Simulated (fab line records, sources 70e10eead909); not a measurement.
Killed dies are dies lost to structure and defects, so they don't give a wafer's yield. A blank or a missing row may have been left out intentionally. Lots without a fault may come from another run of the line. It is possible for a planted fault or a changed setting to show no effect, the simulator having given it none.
Check of tool commonality | flow nandHarc | Sampled: 11 lots, 33 wafers

WHY THIS WAS OPENED
At NHARC_P_M2_CD_MEAS_09 the reading cdNm is flagged on 2 of 11 lots. Wafers without a fault read 169.8 nm, standard deviation 0.55.
Rule: a lot is flagged in two cases, either no wafer of it has a number, or all its wafers with numbers fall more than 4 standard deviations from that mean. The rest of the lots are taken to be sound.

lot  | measured     | on       | cdNm (nm), wafer by wafer | flag
L222 | day 6 05:44  | cdSem-01 | 170.7 171.7 170.6         | 
L229 | day 8 00:04  | cdSem-03 | 175.8 176.4 176.0         | FLAGGED
L230 | day 8 15:28  | cdSem-02 | 175.3 174.7 174.6         | FLAGGED
L235 | day 9 22:04  | cdSem-02 | 170.2 170.3 169.9         | 
L237 | day 10 10:08 | cdSem-02 | 169.1 170.1 169.5         | 
L238 | day 10 11:25 | cdSem-03 | 170.2 170.0 170.1         | 
L240 | day 10 16:39 | cdSem-01 | 168.5 168.4 168.3         | 
L239 | day 10 20:04 | cdSem-02 | 169.6 169.5 169.6         | 
L243 | day 11 09:25 | cdSem-03 | 170.3 170.4 169.7         | 
L244 | day 11 13:24 | cdSem-03 | 170.0 170.0 170.0         | 
L245 | day 11 17:46 | cdSem-03 | 170.0 169.0 168.9         | 
The mean of the flagged lots' numbers is 175.5 nm, +5.7 nm from the usual (+10 standard deviations).

LOT BY LOT: THE TOOL USED
Before the reading, the record contains 3 process steps out of a 1159-step route. Read each cell as the tool, then ch plus the chambers that the sampled wafers visited, then the start.
lot  | flag    | NHARC_P_M1_ETCH_15                           | NHARC_P_M1_PRE_CLEAN_32         | NHARC_P_M2_EXPOSE_06
L222 |         | rieDiel-05 ch 0,2, day 6 04:25 or earlier    | pecvd-04 ch 0,1, day 6 04:25    | arfiScanner-03 ch 0, day 6 05:36
L229 | FLAGGED | rieDiel-10 ch 1,2,3, day 7 22:44 or earlier  | pecvd-04 ch 1,2, day 7 22:44    | arfiScanner-01 ch 0, day 7 23:56
L230 | FLAGGED | rieDiel-05 ch 0,1, day 8 14:09 or earlier    | pecvd-03 ch 0,2, day 8 14:09    | arfiScanner-01 ch 0, day 8 15:19
L235 |         | rieDiel-10 ch 2,3, day 9 20:46 or earlier    | pecvd-02 ch 0,2, day 9 20:46    | arfiScanner-02 ch 0, day 9 21:56
L237 |         | rieDiel-10 ch 0,1,2, day 10 08:50 or earlier | pecvd-02 ch 0,1,2, day 10 08:50 | arfiScanner-03 ch 0, day 10 10:00
L238 |         | rieDiel-05 ch 1,2,3, day 10 10:04 or earlier | pecvd-02 ch 0,2, day 10 10:04   | arfiScanner-03 ch 0, day 10 11:16
L240 |         | rieDiel-10 ch 1,2,3, day 10 15:18 or earlier | pecvd-02 ch 0,1, day 10 15:18   | arfiScanner-02 ch 0, day 10 16:31
L239 |         | rieDiel-10 ch 0,1,3, day 10 18:41 or earlier | pecvd-03 ch 0,1, day 10 18:41   | arfiScanner-02 ch 0, day 10 19:56
L243 |         | rieDiel-10 ch 1,2,3, day 11 08:07 or earlier | pecvd-03 ch 1,2, day 11 08:07   | arfiScanner-03 ch 0, day 11 09:16
L244 |         | rieDiel-05 ch 0,1, day 11 11:56 or earlier   | pecvd-02 ch 0,1, day 11 11:56   | arfiScanner-03 ch 0, day 11 13:16
L245 |         | rieDiel-05 ch 1,2,3, day 11 16:34 or earlier | pecvd-03 ch 0,1,2, day 11 16:34 | arfiScanner-03 ch 0, day 11 17:37
What these steps do:
- NHARC_P_M1_ETCH_15: etches the open film in C4F8/Ar, target depth 182.5 nm, time 91.2 s.
- NHARC_P_M1_PRE_CLEAN_32: time 12 s.
- NHARC_P_M2_EXPOSE_06: exposes mask P M2, target cd 170 nm.
- NHARC_P_M2_CD_MEAS_09: target cd 170 nm.

FLAGGED OVER TOTAL, TOOL BY TOOL (the gauges that took the reading come last)
step                    | tool           | lots run | flagged | share of the flagged lots | sound lots run after its first flagged lot
NHARC_P_M1_ETCH_15      | rieDiel-05     | 5        | 1       | some                      | 3 (L238,L244,L245)
NHARC_P_M1_ETCH_15      | rieDiel-10     | 6        | 1       | some                      | 5 (L235,L237,L240,L239,L243)
NHARC_P_M1_PRE_CLEAN_32 | pecvd-02       | 5        | 0       | none                      | -
NHARC_P_M1_PRE_CLEAN_32 | pecvd-03       | 4        | 1       | some                      | 3 (L239,L243,L245)
NHARC_P_M1_PRE_CLEAN_32 | pecvd-04       | 2        | 1       | some                      | 0
NHARC_P_M2_EXPOSE_06    | arfiScanner-01 | 2        | 2       | all                       | 0
NHARC_P_M2_EXPOSE_06    | arfiScanner-02 | 3        | 0       | none                      | -
NHARC_P_M2_EXPOSE_06    | arfiScanner-03 | 6        | 0       | none                      | -
NHARC_P_M2_CD_MEAS_09   | cdSem-01       | 2        | 0       | none                      | -
NHARC_P_M2_CD_MEAS_09   | cdSem-02       | 4        | 1       | some                      | 3 (L235,L237,L239)
NHARC_P_M2_CD_MEAS_09   | cdSem-03       | 5        | 1       | some                      | 4 (L238,L243,L244,L245)
Because NHARC_P_M1_ETCH_15 lacks a start for some lots, the hours and order of its lots are taken from NHARC_P_M1_PRE_CLEAN_32.

WHAT THE TABLE ALLOWS
1 row of the table ran every flagged lot: arfiScanner-01 at NHARC_P_M2_EXPOSE_06.
- arfiScanner-01 at NHARC_P_M2_EXPOSE_06 ran 2 lots, 2 of them flagged. It ran no sound lot before its first flagged lot in this sample, so the start can't be narrowed down. Its own readings (exposureDoseMJCm2) fall more than 4 standard deviations out on all wafers of the flagged lots.
Left over: one tool, arfiScanner-01 at NHARC_P_M2_EXPOSE_06.

WHAT THE SIMULATOR PUT IN
Process parameter drift: arfiScanner-01, from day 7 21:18 on, at NHARC_P_M2_EXPOSE_06. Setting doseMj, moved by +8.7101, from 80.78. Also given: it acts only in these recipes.
Struck lots among those shown: L229, L230. Same finding as the rule above.
